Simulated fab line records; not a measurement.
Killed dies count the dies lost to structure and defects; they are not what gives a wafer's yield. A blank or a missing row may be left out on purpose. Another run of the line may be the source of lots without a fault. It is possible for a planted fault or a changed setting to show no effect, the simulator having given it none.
Comparing a struck lot with a sound one	flow nand-harc	14 out of 1302 route steps
Sound: the wafers L997.3, L997.4, L997.6. Struck: wafers L988.3, L988.4, L988.5. Last of all comes the cause.
Each step with rows lists, per side, the tool, then ch with its chambers, then its first start. Under that, the readings that differ: sound wafers	struck wafers	difference of the means	sigmas: that difference in standard deviations of wafers without a fault.
alike: a reading whose means differ by less than 2 such deviations, as well as words and numbers matching on both sides. not compared: withheld readings; readings where some wafer has no value; bounds like >300 that might hide an equal value; numbers whose values overlap and for which the record gives no deviation.
A row with sigmas, a row that says differs or no value, or rows on one side alone: a step with any of these is where the two part. Non-overlapping numbers with no deviation appear without sigmas and do not part them. A reading that every wafer of one side lacks parts them only if that side has two wafers or more.

first, 1 step without rows for these wafers: NHARC_A_CHANNEL_HOLE_D2_SRD_30.
NHARC_A_CHANNEL_HOLE_D2_CD_MEAS_31:
  struck on cd-sem-03, day 18 08:37; sound on cd-sem-02, day 22 05:53
  alike: cd-nm
NHARC_A_CHANNEL_HOLE_D2_XSEM_32:
  sound on xsem-01 ch 0, day 22 05:58; struck on xsem-02 ch 0, day 18 08:42
  alike: bot-cd-nm, bow-nm, tilt-deg
NHARC_A_CHANNEL_HOLE_D2_INSPECT_40:
  struck on defect-inspect-01, day 18 08:48; sound on defect-inspect-02, day 22 06:04
  alike: raw-defect-count
then, 3 steps without rows for these wafers: NHARC_A_CHANNEL_FILL_D2_PRECLEAN_00 (cleans in SC1); NHARC_A_CHANNEL_FILL_D2_SRD_01; NHARC_A_CHANNEL_FILL_D2_ALD_02 (deposits SiO2, target thk 6 nm, pulse time 10 s, ald cycles 60).
NHARC_A_CHANNEL_FILL_D2_ALD_03: deposits SiNx, target thk 6 nm, pulse time 60 s, ald cycles 58.
  sound on ald-sin-batch-01 ch 0; struck on ald-sin-batch-03 ch 0
  alike: precursor-pulse-height-rel
NHARC_A_CHANNEL_FILL_D2_ALD_14: deposits SiO2, target thk 2.5 nm, pulse time 10 s, ald cycles 25.
  sound on ald-hk-03 ch 0,2,3, day 22 13:20; struck on ald-hk-04 ch 0,1,3, day 18 15:58
  alike: heater-power-w, precursor-pulse-height-rel
NHARC_A_CHANNEL_FILL_D2_ALD_15: deposits SiNx, target thk 2 nm, pulse time 60 s, ald cycles 19.
  sound on ald-sin-batch-02 ch 0; struck on ald-sin-batch-02 ch 0
  alike: precursor-pulse-height-rel
NHARC_A_CHANNEL_FILL_D2_ALD_16: deposits SiO2, target thk 1.5 nm, pulse time 10 s, ald cycles 15.
  sound on ald-hk-02 ch 0,3, day 22 18:31; struck on ald-hk-03 ch 1,2,3, day 18 21:10
  alike: heater-power-w, precursor-pulse-height-rel
then, 1 step without rows for these wafers: NHARC_A_CHANNEL_FILL_D2_ANNEAL_17 (time 1800 s).
NHARC_A_CHANNEL_FILL_D2_CVD_18: deposits poly-Si, target thk 3 nm.
  sound on lpcvd-poly-01 ch 0, day 23 06:07; struck on lpcvd-poly-01 ch 0, day 19 12:56
then, 1 step without rows for these wafers: NHARC_A_CHANNEL_FILL_D2_ETCHBACK_19 (etches the open film in HBr/Cl2, target depth 5 nm, time 1.7 s).

WHERE THEY PART
Nowhere in this record.

WHY: what the simulator had put in
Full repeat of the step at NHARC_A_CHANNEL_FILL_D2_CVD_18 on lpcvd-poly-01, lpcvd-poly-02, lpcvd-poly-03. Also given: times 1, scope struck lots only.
